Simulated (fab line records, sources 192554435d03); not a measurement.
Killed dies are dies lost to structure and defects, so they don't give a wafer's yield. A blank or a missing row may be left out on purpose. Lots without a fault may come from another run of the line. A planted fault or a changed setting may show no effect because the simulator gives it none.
Chamber matching | flow n5_finfet | N5_STI_FIN_REVEAL_ALD_00 on ald_sin-03: 4 sister chambers
The step deposits SiO2, target thk 1 nm, pulse time 1 s. 8 wafers are shown with their chamber, then 7 later ones without.

WAFERS WITH THEIR CHAMBER
wafer  | chamber | precursor_pulse_height_rel | heater_power_w (W)
L074.1 | 3       | 1.010                      | 504
L082.2 | 3       | 1.003                      | 512
L086.4 | 2       | 1.043                      | 489
L089.1 | 0       | 0.958                      | 521
L089.2 | 2       | 1.012                      | 471
L089.3 | 1       | 1.000                      | 559
L090.1 | 0       | 0.987                      | 521
L090.5 | 1       | 1.001                      | 546

WAFERS WITHOUT THEIR CHAMBER
wafer  | precursor_pulse_height_rel | heater_power_w (W)
L090.6 | 0.986                      | 489
L092.1 | 1.032                      | 523
L092.2 | 0.985                      | 553
L092.4 | 1.006                      | 488
L095.1 | 0.977                      | 541
L095.2 | 1.006                      | 485
L095.4 | 1.022                      | 509

WHICH CHAMBER EACH WENT THROUGH
wafer  | from the rows above          | in truth
L090.6 | can't be placed: 3 or 2 or 0 | 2
L092.1 | can't be placed: 3 or 0 or 1 | 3
L092.2 | 1                            | 1
L092.4 | can't be placed: 2 or 3      | 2
L095.1 | can't be placed: 1 or 0      | 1
L095.2 | can't be placed: 2 or 3      | 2
L095.4 | 3                            | 3
Placed correctly: 2 of 7. Can't be placed from these rows: 5 (the true chamber is among the candidates in 5). Placed wrongly: 0.
How it was worked out, from the rows above alone: a wafer's distance from a chamber is the root of the sum, over the readings, of the square of ((its reading less the chamber's mean) divided by the reading's scatter). The wafer belongs to the nearest chamber; if the next one is less than 2 further off, it can't be placed. A chamber's mean is the mean of its shown wafers. The scatter: the root of (the sum of the squares of (reading less its chamber's mean) over the shown wafers, divided by (wafers less chambers)).
